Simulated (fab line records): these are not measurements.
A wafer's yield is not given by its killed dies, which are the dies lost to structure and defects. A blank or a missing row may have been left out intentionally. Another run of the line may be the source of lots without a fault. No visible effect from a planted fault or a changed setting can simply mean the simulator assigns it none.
Which tool did it? -- flow nand harc -- Sampling: 12 lots, 36 wafers, 3 of 1302 route steps

== WHAT THE GAUGES SHOWED, per wafer ==
NHARC_A_BLC_INSPECT_28.
lot,measured,on,raw defect count
L075,day 22 16:07,defect inspect-02,423 446 486
L078,day 23 19:53,defect inspect-02,599 468 549
L080,day 24 09:38,defect inspect-02,564 643 468
L081,day 25 14:49,defect inspect-01,540 621 482
L082,day 26 07:07,defect inspect-01,595 434 448
L084,day 26 18:57,defect inspect-01,476 523 433
L086,day 27 16:34,defect inspect-02,441 353 376
L089,day 28 05:41,defect inspect-02,519 648 458
L091,day 30 01:38,defect inspect-01,575 534 527
L092,day 30 12:33,defect inspect-01,506 569 440
L095,day 31 10:01,defect inspect-01,361 546 604
L097,day 32 02:41,defect inspect-02,378 451 386

== WHAT TOOL EACH LOT RAN ON (gives the tool, then ch and the chambers of the sampled wafers, and finally the start) ==
lot,NHARC_A_CONTACT_ALD_18,NHARC_A_BLC_STRIP_29
L075,"ald metal-03 ch 1,2,3, day 22 10:58","rie diel-13 ch 0,1,2, day 22 14:12"
L078,"ald metal-01 ch 0,3, day 23 14:34","rie diel-07 ch 0,1,2, day 23 17:51"
L080,"ald metal-04 ch 0,1,2, day 24 04:33","rie diel-07 ch 1,2,3, day 24 07:46"
L081,"ald metal-04 ch 1,2,3, day 25 09:45","rie diel-09 ch 1,2, day 25 12:55"
L082,"ald metal-01 ch 1,2, day 26 02:07","rie diel-07 ch 0,1, day 26 05:13"
L084,"ald metal-03 ch 1,2,3, day 26 13:48","rie diel-09 ch 0,2,3, day 26 17:03"
L086,"ald metal-04 ch 0,1, day 27 11:23","rie diel-07 ch 1,3, day 27 14:38"
L089,"ald metal-03 ch 0,1,2, day 28 00:34","rie diel-13 ch 0,1,2, day 28 03:46"
L091,"ald metal-01 ch 1,2,3, day 29 20:28","rie diel-13 ch 0,3, day 29 23:44"
L092,"ald metal-03 ch 0,1,3, day 30 07:23","rie diel-07 ch 0,3, day 30 10:39"
L095,"ald metal-01 ch 0,3, day 31 04:52","rie diel-13 ch 0,3, day 31 08:07"
L097,"ald metal-01 ch 2,3, day 31 21:32","rie diel-07 ch 0,1,3, day 32 00:49"
- NHARC_A_CONTACT_ALD_18: deposits TiN, target thk 3 nm, pulse time 1 s, ald cycles 150.
- NHARC_A_BLC_STRIP_29: strips in CF4.

== THE ANSWER, worked out from the rows above alone ==
Rule: usual is defined by the lots themselves. Put in order of their means at a reading, lots are off if they are a third of the lots or fewer, leave a main group of 4 or more, and stand apart from it by a gap of 3 or more times the standard deviation of the main group's means; of several such gaps the widest counts. The tables above print the reading to a certain number of digits; a main group whose means all agree to those digits is not used. Also off: a lot with no number at a reading for which 4 or more lots have one. Any other lot the step has rows for is counted as sound.
None of the lots is off at any reading shown; this tells nothing.

== WHAT HAD BEEN PUT IN BY THE SIMULATOR ==
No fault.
